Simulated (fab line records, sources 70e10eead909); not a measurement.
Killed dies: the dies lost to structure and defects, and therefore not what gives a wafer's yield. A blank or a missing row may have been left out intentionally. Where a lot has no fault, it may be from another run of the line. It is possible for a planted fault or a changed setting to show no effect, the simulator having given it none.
Chamber matching + flow nandHarc + NHARC_P_BONDPAD_STRIP_15 on rieDiel-06 has 4 sister chambers
The step strips in O2. 14 wafers are shown with their chamber, then 7 later ones without.

== WAFERS WITH THEIR CHAMBER ==
| wafer  | chamber | showerheadPlenumPTorr (Torr) | oesProductAu (a.u.) | throttleValvePct (%) |
|--------|---------|------------------------------|---------------------|----------------------|
| L601.1 | 0       | 3.66                         | 0.992               | 17.034               |
| L601.2 | 2       | 3.69                         | 1.002               | 17.053               |
| L601.5 | 0       | 3.66                         | 0.994               | 17.034               |
| L602.1 | 0       | 3.66                         | 1.005               | 17.033               |
| L602.5 | 1       | 3.37                         | 1.007               | 17.043               |
| L602.6 | 2       | 3.69                         | 0.998               | 17.038               |
| L604.1 | 3       | 3.65                         | 1.001               | 17.043               |
| L604.3 | 2       | 3.69                         | 1.004               | 17.044               |
| L604.4 | 1       | 3.37                         | 1.006               | 17.032               |
| L606.2 | 2       | 3.69                         | 0.999               | 17.036               |
| L606.4 | 3       | 3.64                         | 1.003               | 17.056               |
| L606.5 | 3       | 3.64                         | 0.996               | 17.041               |
| L607.1 | 1       | 3.37                         | 1.004               | 17.059               |
| L607.2 | 3       | 3.64                         | 1.003               | 17.037               |

SIGNATURES (means of the wafers above)
| reading               | chamber 0 | chamber 1 | chamber 2 | chamber 3 | scatter within a chamber |
|-----------------------|-----------|-----------|-----------|-----------|--------------------------|
| showerheadPlenumPTorr | 3.6600    | 3.3700    | 3.6900    | 3.6425    | 0.00274                  |
| oesProductAu          | 0.99700   | 1.00567   | 1.00075   | 1.00075   | 0.00398                  |
| throttleValvePct      | 17.03367  | 17.04467  | 17.04275  | 17.04425  | 0.00864                  |
Rule: distance of a wafer from a chamber = root of the sum over the readings of ((wafer's reading minus chamber's mean) / reading's scatter) squared. If the next closest chamber is less than 2 further off than the closest, the wafer can't be placed; otherwise it belongs to the closest. The scatter is the square root of a quotient: the sum, over the shown wafers, of each reading's squared deviation from its chamber's mean, divided by wafers minus chambers.

== WAFERS WHOSE CHAMBER IS MISSING ==
| wafer  | showerheadPlenumPTorr (Torr) | oesProductAu (a.u.) | throttleValvePct (%) |
|--------|------------------------------|---------------------|----------------------|
| L607.3 | 3.69                         | 1.002               | 17.039               |
| L608.1 | 3.66                         | 0.997               | 17.031               |
| L608.4 | 3.37                         | 1.006               | 17.035               |
| L608.6 | 3.37                         | 1.006               | 17.056               |
| L617.1 | 3.66                         | 0.995               | 17.036               |
| L617.3 | 3.64                         | 1.001               | 17.043               |
| L617.4 | 3.69                         | 1.005               | 17.034               |

== WHICH CHAMBER EACH ONE RAN IN ==
| wafer  | from the rows above | in truth |
|--------|---------------------|----------|
| L607.3 | 2                   | 2        |
| L608.1 | 0                   | 0        |
| L608.4 | 1                   | 1        |
| L608.6 | 1                   | 1        |
| L617.1 | 0                   | 0        |
| L617.3 | 3                   | 3        |
| L617.4 | 2                   | 2        |
Correct placement for 7 of the 7. Left unplaced by these rows: 0. Number placed wrongly: 0.
